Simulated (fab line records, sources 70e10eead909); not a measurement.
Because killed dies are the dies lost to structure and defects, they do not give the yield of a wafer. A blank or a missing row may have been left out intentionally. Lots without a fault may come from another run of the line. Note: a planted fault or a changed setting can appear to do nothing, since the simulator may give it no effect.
fab line records + flow nand_harc
record:
- lots: 13
- wafers: 39
- last_day: 32
route steps=1302 shown P_STI@87 P_GATE@149
lots that met no fault: from a run of the same line without faults
start_h: the number of hours between the record's first day and the start of the first shown wafer of the lot + wait_h: hours since the lot's step before + " repeats the value in the row above + L1.1+2: a single row standing in for several wafers + - no value present, or no start provided + * or withheld: withheld + < > ~ a bound
route shown NAME@n: names a module that has steps shown in the file, with the first one's number in the route + usual: mean/standard deviation taken from wafers without a fault + same: alike in all rows + chamber/n: place in a boat + sites: per-site readings + _std_site: standard deviation across them + _edge_site: the outer-site mean with the inner-site mean subtracted + radius_mm: for every site, how far away it sits from the centre of the wafer + mask NAME#n: copy n + behind: the most recent tool/chamber to have shaped the wafer + hold: reason for holding the lot/hours on hold/outcome of the hold + device: which transistor (n, p or np) failed to switch + end of line: the same wafers' tests at the end of the route + a step given without rows: its recipe and nothing more + killed: dies lost to structure and defects at the first sort, not the wafer's yield + map: a wafer's dies, x killed, . not, _ none there
set.NAME: setting as actually run; set.NAME@STEP: the setting as run at that earlier step + model.NAME: the simulator's own value behind a step, which no gauge read
a sample of lots followed through the steps of the route, with each step as a table and each wafer as a row
services: a tool's chamber out of use, with start hour (start_h, from the record's first day; less than 0 if before it), hours out, and reason
== steps ==
step: NHARC_P_STI_DESCUM_14
recipe:
- time_s: 3
- o2_flow_sccm: 200
- ar_flow_sccm: 0
- bias_power_w: 0
- chemistry: O2
usual:
- drypump_motor_current_A: 5.7/0.48
- oes_product_au: 1.000/0.0075
- rf_vpp_V: 57.8/0.91
- showerhead_plenum_p_Torr: 1.91/0.077
- throttle_valve_pct: 11.311/0.0084
| lot.wafer | tool        | chamber | start_h | wait_h | drypump_motor_current_A | oes_product_au | rf_hours_counter_h | rf_vpp_V | showerhead_plenum_p_Torr | throttle_valve_pct |
|-----------|-------------|---------|---------|--------|-------------------------|----------------|--------------------|----------|--------------------------|--------------------|
| L852.1    | rie_diel-03 | 1       | 45.20   | -      | 6.1                     | 1.018          | 7                  | 59.0     | 2.05                     | 11.301             |
| L852.2    | "           | 2       | "       | "      | 5.2                     | 0.997          | 7                  | 58.6     | 1.89                     | 11.324             |
| L852.3    | "           | 3       | "       | "      | 5.4                     | 1.007          | 8                  | 56.8     | 1.85                     | 11.312             |
| L853.2    | rie_diel-03 | 2       | 56.06   | -      | 5.3                     | 1.001          | 7                  | 57.1     | 1.89                     | 11.302             |
| L853.1    | "           | 3       | "       | "      | 5.4                     | 1.012          | 8                  | 57.4     | 1.85                     | 11.302             |
| L853.4    | "           | 1       | "       | "      | 6.1                     | 1.007          | 8                  | 58.5     | 2.05                     | 11.326             |
| L854.3    | rie_diel-03 | 1       | 62.45   | -      | 6.1                     | 1.001          | 8                  | 59.6     | 2.05                     | 11.311             |
| L854.6    | "           | 2       | "       | "      | 5.2                     | 1.000          | -                  | 59.1     | 1.89                     | 11.305             |
| L854.5    | "           | 3       | "       | "      | 5.4                     | 1.007          | -                  | 57.0     | 1.85                     | 11.307             |
| L857.4    | rie_diel-07 | 0       | 93.97   | -      | 5.2                     | 1.007          | 11                 | 58.1     | 1.90                     | 11.313             |
| L857.6    | "           | 2       | "       | "      | 5.1                     | 1.001          | -                  | 57.6     | 1.89                     | 11.293             |
| L857.5    | "           | 3       | "       | "      | 5.5                     | 0.989          | -                  | 58.6     | 2.01                     | 11.305             |
| L859.3    | rie_diel-03 | 3       | 117.38  | -      | 5.4                     | 1.006          | 1                  | 56.1     | 1.85                     | 11.301             |
| L859.2    | "           | 2       | "       | "      | 5.3                     | 0.991          | 0                  | 58.1     | 1.89                     | 11.320             |
| L859.6    | "           | 3       | "       | "      | 5.4                     | 1.005          | -                  | 57.7     | 1.85                     | 11.288             |
| L860.2    | rie_diel-08 | 3       | 123.02  | -      | 5.6                     | 1.002          | 4                  | 57.3     | 2.03                     | 11.300             |
| L860.5    | "           | 2       | "       | "      | 5.6                     | 0.997          | -                  | 57.9     | 1.88                     | 11.315             |
| L860.6    | "           | 3       | "       | "      | 5.6                     | 1.001          | -                  | 58.7     | 2.03                     | 11.323             |
| L861.2    | rie_diel-03 | 3       | 133.84  | -      | 5.4                     | 1.004          | 2                  | 59.0     | 1.85                     | 11.299             |
| L861.4    | "           | 1       | "       | "      | 6.1                     | 0.999          | 2                  | 58.8     | 2.05                     | 11.310             |
| L861.5    | "           | 3       | "       | "      | 5.4                     | 1.006          | -                  | 58.0     | 1.85                     | 11.317             |
| L862.2    | rie_diel-07 | 3       | 143.62  | -      | 5.4                     | 0.999          | 1                  | 58.2     | 2.01                     | 11.317             |
| L862.4    | "           | 0       | "       | "      | 5.3                     | 0.992          | 1                  | 58.6     | 1.90                     | 11.309             |
| L862.6    | "           | 3       | "       | "      | 5.5                     | 0.982          | -                  | 57.9     | 2.01                     | 11.313             |
| L863.4    | rie_diel-07 | 3       | 152.87  | -      | 5.5                     | 0.983          | 2                  | 56.9     | 2.01                     | 11.305             |
| L863.3    | "           | 0       | "       | "      | 5.3                     | 1.006          | 2                  | 58.4     | 1.90                     | 11.306             |
| L863.2    | "           | 2       | "       | "      | 5.1                     | 0.995          | 2                  | 58.7     | 1.88                     | 11.317             |
| L865.3    | rie_diel-03 | 2       | 172.69  | -      | 5.3                     | 0.990          | 4                  | 56.8     | 1.88                     | 11.316             |
| L865.2    | "           | 3       | "       | "      | 5.4                     | 1.001          | 5                  | 56.8     | 1.85                     | 11.309             |
| L865.4    | "           | 0       | "       | "      | 6.3                     | 1.005          | 5                  | 56.7     | 1.81                     | 11.322             |
| L867.4    | rie_diel-07 | 1       | 193.10  | -      | 5.9                     | 0.993          | 6                  | 58.3     | 1.95                     | 11.292             |
| L867.2    | "           | 3       | "       | "      | 5.5                     | 0.978          | 6                  | 58.1     | 2.01                     | 11.317             |
| L867.1    | "           | 0       | "       | "      | 5.3                     | 1.003          | 7                  | 58.5     | 1.89                     | 11.315             |
| L868.3    | rie_diel-08 | 1       | 203.56  | -      | 6.8                     | 1.004          | 0                  | 57.0     | 1.81                     | 11.322             |
| L868.2    | "           | 2       | "       | "      | 5.6                     | 0.986          | 0                  | 57.7     | 1.88                     | 11.320             |
| L868.6    | "           | 3       | "       | "      | 5.6                     | 0.992          | -                  | 58.4     | 2.03                     | 11.312             |
| L872.4    | rie_diel-08 | 3       | 247.53  | -      | 5.6                     | 0.992          | 3                  | 58.4     | 2.03                     | 11.313             |
| L872.3    | "           | 0       | "       | "      | 6.4                     | 0.993          | 3                  | 57.7     | 1.82                     | 11.313             |
| L872.5    | "           | 1       | "       | "      | 6.8                     | 1.012          | -                  | 57.9     | 1.81                     | 11.307             |
step: NHARC_P_STI_CD_MEAS_16
usual:
- cd_nm: 199.7/2.1
| lot.wafer | tool      | chamber | start_h | wait_h | cd_nm |
|-----------|-----------|---------|---------|--------|-------|
| L852.1    | cd_sem-02 | -       | 45.62   | -      | 200.7 |
| L852.2    | "         | -       | "       | "      | 201.0 |
| L852.3    | "         | -       | "       | "      | 198.6 |
| L853.1    | cd_sem-03 | -       | 56.50   | -      | 198.4 |
| L853.2    | "         | -       | "       | "      | 198.9 |
| L853.4    | "         | -       | "       | "      | 197.3 |
| L854.3    | cd_sem-02 | -       | 62.87   | -      | 201.2 |
| L854.5    | "         | -       | "       | "      | 201.8 |
| L854.6    | "         | -       | "       | "      | 203.0 |
| L857.4    | cd_sem-02 | -       | 94.40   | -      | 197.0 |
| L857.5    | "         | -       | "       | "      | 198.0 |
| L857.6    | "         | -       | "       | "      | 196.8 |
| L859.2    | cd_sem-01 | -       | 117.83  | -      | 201.6 |
| L859.3    | "         | -       | "       | "      | 202.7 |
| L859.6    | "         | -       | "       | "      | 204.2 |
| L860.2    | cd_sem-01 | -       | 123.46  | -      | 197.6 |
| L860.5    | "         | -       | "       | "      | 200.5 |
| L860.6    | "         | -       | "       | "      | 198.6 |
| L861.2    | cd_sem-03 | -       | 134.28  | -      | 197.0 |
| L861.4    | "         | -       | "       | "      | 194.2 |
| L861.5    | "         | -       | "       | "      | 197.3 |
| L862.2    | cd_sem-03 | -       | 144.05  | -      | 201.9 |
| L862.4    | "         | -       | "       | "      | 202.4 |
| L862.6    | "         | -       | "       | "      | 202.7 |
| L863.2    | cd_sem-03 | -       | 153.31  | -      | 198.1 |
| L863.3    | "         | -       | "       | "      | 199.5 |
| L863.4    | "         | -       | "       | "      | 197.9 |
| L865.2    | cd_sem-02 | -       | 173.12  | -      | 201.3 |
| L865.3    | "         | -       | "       | "      | 200.7 |
| L865.4    | "         | -       | "       | "      | 202.2 |
| L867.1    | cd_sem-01 | -       | 193.53  | -      | 198.3 |
| L867.2    | "         | -       | "       | "      | 198.6 |
| L867.4    | "         | -       | "       | "      | 198.8 |
| L868.2    | cd_sem-01 | -       | 203.98  | -      | 200.7 |
| L868.3    | "         | -       | "       | "      | 196.8 |
| L868.6    | "         | -       | "       | "      | 199.5 |
| L872.3    | cd_sem-02 | -       | 247.99  | -      | 199.9 |
| L872.4    | "         | -       | "       | "      | 201.9 |
| L872.5    | "         | -       | "       | "      | 197.4 |
step: NHARC_P_GATE_ETCH_32
recipe:
- target_depth_a: 1500
- over_etch_frac: 1
- over_etch_ion_energy_ev: 40
- time_s: 100.1
- hbr_flow_sccm: 150
- cl2_flow_sccm: 50
- rf_w: 400
- icp_w: 400
- bias_w: 100
- chemistry: HBr/Cl2
usual:
- drypump_motor_current_A: 5.7/0.41
- oes_product_au: 1.000/0.007
- rf_fwd_power_W: 396.9/1.9
- throttle_valve_pct: 26.406/0.0092
| lot.wafer | tool      | chamber | start_h | wait_h | drypump_motor_current_A | oes_product_au | rf_fwd_power_W | rf_hours_counter_h | throttle_valve_pct |
|-----------|-----------|---------|---------|--------|-------------------------|----------------|----------------|--------------------|--------------------|
| L852.3    | rie_si-04 | 0       | 102.62  | -      | 5.8                     | 1.001          | 397.6          | 0.56               | 26.398             |
| L852.2    | "         | 1       | "       | "      | 5.7                     | 1.005          | 393.0          | 0.68               | 26.421             |
| L852.1    | "         | 3       | "       | "      | 4.7                     | 1.004          | 396.9          | 0.76               | 26.415             |
| L853.4    | rie_si-04 | 1       | 109.08  | -      | 5.7                     | 0.994          | 394.3          | 0.76               | 26.405             |
| L853.1    | "         | 2       | "       | "      | 5.6                     | 0.992          | 397.7          | 0.79               | 26.412             |
| L853.2    | "         | 3       | "       | "      | 4.7                     | 0.995          | 397.8          | 0.81               | 26.409             |
| L854.3    | rie_si-04 | 2       | 111.83  | -      | 5.6                     | 0.995          | 398.8          | 0.89               | 26.405             |
| L854.5    | "         | 2       | "       | "      | 5.6                     | 0.994          | 399.0          | -                  | 26.417             |
| L854.6    | "         | 3       | "       | "      | 4.7                     | 1.001          | 397.1          | -                  | 26.404             |
| L857.4    | rie_si-01 | 2       | 147.59  | -      | 5.9                     | 0.997          | 394.4          | 0.77               | 26.389             |
| L857.6    | "         | 3       | "       | "      | 5.6                     | 1.005          | 398.4          | -                  | 26.406             |
| L857.5    | "         | 0       | "       | "      | 5.2                     | 0.992          | 395.0          | -                  | 26.406             |
| L859.2    | rie_si-02 | 1       | 172.83  | -      | 5.5                     | 1.004          | 396.6          | 0.29               | 26.405             |
| L859.3    | "         | 2       | "       | "      | 5.4                     | 0.999          | 396.5          | 0.31               | 26.411             |
| L859.6    | "         | 1       | "       | "      | 5.5                     | 1.004          | 396.8          | -                  | 26.404             |
| L860.2    | rie_si-01 | 2       | 172.91  | -      | 5.9                     | 0.989          | 394.7          | 0.94               | 26.396             |
| L860.6    | "         | 1       | "       | "      | 6.0                     | 0.992          | 394.6          | -                  | 26.399             |
| L860.5    | "         | 2       | "       | "      | 5.9                     | 0.997          | 394.1          | -                  | 26.386             |
| L861.2    | rie_si-02 | 0       | 198.75  | -      | 6.6                     | 1.004          | 397.4          | 0.32               | 26.395             |
| L861.4    | "         | 2       | "       | "      | 5.4                     | 0.993          | 397.1          | 0.52               | 26.407             |
| L861.5    | "         | 0       | "       | "      | 6.6                     | 1.001          | 396.6          | -                  | 26.419             |
| L862.4    | rie_si-04 | 3       | 198.79  | -      | 4.7                     | 0.999          | 397.2          | 0.11               | 26.408             |
| L862.2    | "         | 0       | "       | "      | 5.9                     | 0.993          | 399.4          | 0.12               | 26.401             |
| L862.6    | "         | 3       | "       | "      | 4.7                     | 0.997          | 399.3          | -                  | 26.396             |
| L863.2    | rie_si-02 | 0       | 207.69  | -      | 6.6                     | 1.000          | 399.4          | 0.43               | 26.401             |
| L863.4    | "         | 2       | "       | "      | 5.4                     | 1.001          | 397.3          | 0.61               | 26.426             |
| L863.3    | "         | 3       | "       | "      | 6.0                     | 0.988          | 401.1          | 0.51               | 26.407             |
| L865.3    | rie_si-02 | 3       | 222.31  | -      | 6.1                     | 1.005          | 397.5          | 0.63               | 26.422             |
| L865.2    | "         | 0       | "       | "      | 6.6                     | 1.001          | 398.4          | 0.58               | 26.415             |
| L865.4    | "         | 1       | "       | "      | 5.5                     | 1.007          | 397.7          | 0.77               | 26.411             |
| L867.4    | rie_si-01 | 1       | 245.69  | -      | 6.0                     | 0.995          | 394.8          | 0.29               | 26.389             |
| L867.1    | "         | 2       | "       | "      | 5.9                     | 1.000          | 393.7          | 0.32               | 26.409             |
| L867.2    | "         | 3       | "       | "      | 5.6                     | 1.003          | 398.9          | 0.26               | 26.410             |
| L868.3    | rie_si-02 | 1       | 264.59  | -      | 5.5                     | 0.997          | 395.4          | 0.97               | 26.404             |
| L868.2    | "         | 2       | "       | "      | 5.4                     | 0.993          | 396.9          | 0.93               | 26.401             |
| L868.6    | "         | 2       | "       | "      | 5.4                     | 0.991          | 397.6          | -                  | 26.413             |
| L872.3    | rie_si-04 | 3       | 302.68  | -      | 4.7                     | 1.000          | 400.2          | 0.58               | 26.406             |
| L872.4    | "         | 2       | "       | "      | 5.6                     | 1.007          | 398.2          | -                  | 26.418             |
| L872.5    | "         | 1       | "       | "      | 5.6                     | 0.995          | 396.7          | -                  | 26.399             |
step: NHARC_P_GATE_EXPOSE_43
recipe:
- na: 0.6
- target_cd_nm: 720
- dose_mj: 14.81
- mask_id: P_NSD
usual:
- exposure_dose_mJ_cm2: 14.811/0.015
- focus_offset_nm: -0.1/0.56
| lot.wafer | tool           | chamber | start_h | wait_h | mask     | exposure_dose_mJ_cm2 | focus_offset_nm |
|-----------|----------------|---------|---------|--------|----------|----------------------|-----------------|
| L852.1    | krf_scanner-03 | 0       | 113.80  | -      | P_NSD#0  | 14.798               | -0.4            |
| L852.2    | "              | 0       | "       | "      | P_NSD#0  | 14.802               | -0.2            |
| L852.3    | "              | 0       | "       | "      | P_NSD#0  | 14.776               | -0.3            |
| L853.1    | krf_scanner-03 | 0       | 120.04  | -      | P_NSD#0  | 14.807               | -0.2            |
| L853.2    | "              | 0       | "       | "      | P_NSD#0  | 14.805               | 0.6             |
| L853.4    | "              | 0       | "       | "      | P_NSD#0  | 14.821               | -0.1            |
| L854.3    | krf_scanner-02 | 0       | 123.07  | -      | P_NSD#0  | 14.823               | 1.2             |
| L854.5    | "              | 0       | "       | "      | P_NSD#0  | 14.793               | 0.7             |
| L854.6    | "              | 0       | "       | "      | P_NSD#0  | 14.812               | 0.3             |
| L857.4    | krf_scanner-02 | 0       | 158.79  | -      | P_NSD#0  | 14.845               | 0.7             |
| L857.5    | "              | 0       | "       | "      | P_NSD#0  | 14.819               | 0.2             |
| L857.6    | "              | 0       | "       | "      | P_NSD#0  | 14.825               | 0.1             |
| L859.2    | krf_scanner-02 | 0       | 184.03  | -      | P_NSD#0  | 14.793               | 0.4             |
| L859.3    | "              | 0       | "       | "      | P_NSD#0  | 14.832               | 0.3             |
| L859.6    | "              | 0       | "       | "      | P_NSD#0  | 14.833               | 0.0             |
| L860.2    | krf_scanner-03 | 0       | 184.23  | -      | P_NSD#0  | 14.827               | 0.4             |
| L860.5    | "              | 0       | "       | "      | P_NSD#0  | 14.828               | 1.0             |
| L860.6    | "              | 0       | "       | "      | P_NSD#0  | 14.805               | 0.0             |
| L861.2    | krf_scanner-03 | 0       | 209.82  | -      | P_NSD#0  | 14.826               | 0.6             |
| L861.4    | "              | 0       | "       | "      | P_NSD#0  | 14.797               | 0.8             |
| L861.5    | "              | 0       | "       | "      | P_NSD#0  | 14.791               | 0.6             |
| L862.2    | krf_scanner-04 | 0       | 210.14  | -      | P_NSD#0  | 14.813               | -0.5            |
| L862.4    | "              | 0       | "       | "      | P_NSD#0  | 14.811               | -0.7            |
| L862.6    | "              | 0       | "       | "      | P_NSD#0  | 14.806               | 0.1             |
| L863.2    | krf_scanner-04 | 0       | 218.72  | -      | P_NSD#0  | 14.803               | -0.6            |
| L863.3    | "              | 0       | "       | "      | P_NSD#0  | 14.820               | -0.7            |
| L863.4    | "              | 0       | "       | "      | P_NSD#0  | 14.802               | -0.6            |
| L865.2    | krf_scanner-02 | 0       | 233.54  | -      | P_NSD#0  | 14.799               | 0.1             |
| L865.3    | "              | 0       | "       | "      | P_NSD#0  | 14.810               | 0.1             |
| L865.4    | "              | 0       | "       | "      | P_NSD#0  | 14.809               | -0.1            |
| L867.1    | krf_scanner-03 | 0       | 258.93  | -      | P_NSD#0  | 14.804               | 0.1             |
| L867.2    | "              | 0       | "       | "      | P_NSD#0  | 14.819               | -0.2            |
| L867.4    | "              | 0       | "       | "      | P_NSD#0  | 14.822               | 0.1             |
| L868.2    | krf_scanner-03 | 0       | 275.65  | -      | P_HVPW#0 | 14.795               | 0.6             |
| L868.3    | "              | 0       | "       | "      | P_HVPW#0 | 14.811               | -0.5            |
| L868.6    | "              | 0       | "       | "      | P_HVPW#0 | 14.812               | -0.5            |
| L872.3    | krf_scanner-03 | 0       | 313.83  | -      | P_NSD#0  | 14.789               | -1.3            |
| L872.4    | "              | 0       | "       | "      | P_NSD#0  | 14.800               | -1.1            |
| L872.5    | "              | 0       | "       | "      | P_NSD#0  | 14.818               | -0.7            |
step: NHARC_P_GATE_CD_MEAS_46
recipe:
- target_cd_nm: 720
- landing_energy_ev: 500
usual:
- cd_nm: 719.8/1.2
| lot.wafer | tool      | chamber | start_h | wait_h | cd_nm |
|-----------|-----------|---------|---------|--------|-------|
| L852.1    | cd_sem-02 | 0       | 113.96  | -      | 720.8 |
| L852.2    | "         | 0       | "       | "      | 720.4 |
| L852.3    | "         | 0       | "       | "      | 721.1 |
| L853.1    | cd_sem-01 | 0       | 120.20  | -      | 720.8 |
| L853.2    | "         | 0       | "       | "      | 721.6 |
| L853.4    | "         | 0       | "       | "      | 720.9 |
| L854.3    | cd_sem-03 | 0       | 123.22  | -      | 718.8 |
| L854.5    | "         | 0       | "       | "      | 717.9 |
| L854.6    | "         | 0       | "       | "      | 719.2 |
| L857.4    | cd_sem-01 | 0       | 158.94  | -      | 719.5 |
| L857.5    | "         | 0       | "       | "      | 720.7 |
| L857.6    | "         | 0       | "       | "      | 720.8 |
| L859.2    | cd_sem-01 | 0       | 184.19  | -      | 721.1 |
| L859.3    | "         | 0       | "       | "      | 721.1 |
| L859.6    | "         | 0       | "       | "      | 721.5 |
| L860.2    | cd_sem-02 | 0       | 184.39  | -      | 719.0 |
| L860.5    | "         | 0       | "       | "      | 720.1 |
| L860.6    | "         | 0       | "       | "      | 720.7 |
| L861.2    | cd_sem-01 | 0       | 209.98  | -      | 720.8 |
| L861.4    | "         | 0       | "       | "      | 719.4 |
| L861.5    | "         | 0       | "       | "      | 718.4 |
| L862.2    | cd_sem-03 | 0       | 210.30  | -      | 720.3 |
| L862.4    | "         | 0       | "       | "      | 721.5 |
| L862.6    | "         | 0       | "       | "      | 718.6 |
| L863.2    | cd_sem-01 | 0       | 218.87  | -      | 720.3 |
| L863.3    | "         | 0       | "       | "      | 720.0 |
| L863.4    | "         | 0       | "       | "      | 719.0 |
| L865.2    | cd_sem-01 | 0       | 233.69  | -      | 719.5 |
| L865.3    | "         | 0       | "       | "      | 719.4 |
| L865.4    | "         | 0       | "       | "      | 721.2 |
| L867.1    | cd_sem-02 | 0       | 259.08  | -      | 719.0 |
| L867.2    | "         | 0       | "       | "      | 719.3 |
| L867.4    | "         | 0       | "       | "      | 720.3 |
| L868.2    | cd_sem-03 | 0       | 275.80  | -      | -     |
| L868.3    | "         | 0       | "       | "      | -     |
| L868.6    | "         | 0       | "       | "      | -     |
| L872.3    | cd_sem-02 | 0       | 313.98  | -      | 717.7 |
| L872.4    | "         | 0       | "       | "      | 720.3 |
| L872.5    | "         | 0       | "       | "      | 720.8 |
== services ==
| tool           | chamber | start_h | hours | kind   |
|----------------|---------|---------|-------|--------|
| rie_si-04      | -       | 42.04   | 0.3   | repair |
| krf_scanner-03 | -       | 52.00   | 4.0   | pm     |
| krf_scanner-03 | -       | 76.88   | 3.2   | repair |
| rie_diel-03    | -       | 89.87   | 6.7   | repair |
| rie_si-02      | -       | 100.00  | 9.0   | pm     |
| rie_diel-03    | -       | 104.34  | 9.0   | pm     |
| krf_scanner-03 | -       | 106.41  | 0.5   | repair |
| krf_scanner-03 | -       | 129.02  | 0.5   | repair |
| rie_diel-03    | 2       | 146.94  | 5.3   | repair |
| krf_scanner-03 | -       | 147.03  | 11.7  | repair |
| rie_si-04      | -       | 165.00  | 9.0   | pm     |
| rie_si-02      | 0       | 172.51  | 4.1   | repair |
| rie_diel-03    | 1       | 189.58  | 4.1   | repair |
| rie_diel-03    | 0       | 208.23  | 8.5   | repair |
| krf_scanner-03 | -       | 213.61  | 2.0   | repair |
| rie_diel-03    | -       | 214.31  | 0.3   | repair |
| krf_scanner-03 | -       | 224.00  | 4.0   | pm     |
| rie_si-04      | 0       | 233.47  | 3.9   | repair |
| rie_si-02      | 2       | 234.88  | 6.6   | repair |
| rie_si-02      | 0       | 245.81  | 1.9   | repair |
| rie_diel-03    | 0       | 259.78  | 7.5   | repair |
| rie_si-04      | 3       | 260.61  | 11.1  | repair |
| rie_si-02      | -       | 277.00  | 9.0   | pm     |
| rie_diel-03    | -       | 281.34  | 9.0   | pm     |
== key ==
first_sign:
- step: NHARC_P_GATE_EXPOSE_43
- reading: mask
- direction: changed
effect:
- step: NHARC_P_GATE_CD_MEAS_46
- reading: cd_nm
- direction: missing
met_at NHARC_P_GATE_EXPOSE_43
struck_lots L868
later_rows_left_out L868.2,L868.3,L868.6
sort_left_out L868.2,L868.3,L868.6
tester_left_out L868
not_acting_at NHARC_P_STI_DESCUM_14,NHARC_P_STI_CD_MEAS_16,NHARC_P_GATE_ETCH_32
onset_between 258.93 275.65
fault:
- kind: wrong_mask
- tool: any
- chamber: -
- onset_h: 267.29
- steps: NHARC_P_GATE_EXPOSE_43
- aux_copy: P_HVPW#0
- scope: struck_lots_only
tester_left_out: of these lots the tester's yield and bins aren't shown, on N5 and GAA mostly nor the transistor test; their killed dies are dies lost to structure and defects alone, not to doping, threshold or leakage, so they don't give the yield
sort_left_out: the simulated sort isn't trusted on such a fault, so these wafers' sort isn't shown, and their yield isn't known
later_rows_left_out: the simulator's readings of these wafers behind a module that went badly wrong aren't trusted and aren't shown, but for the sort
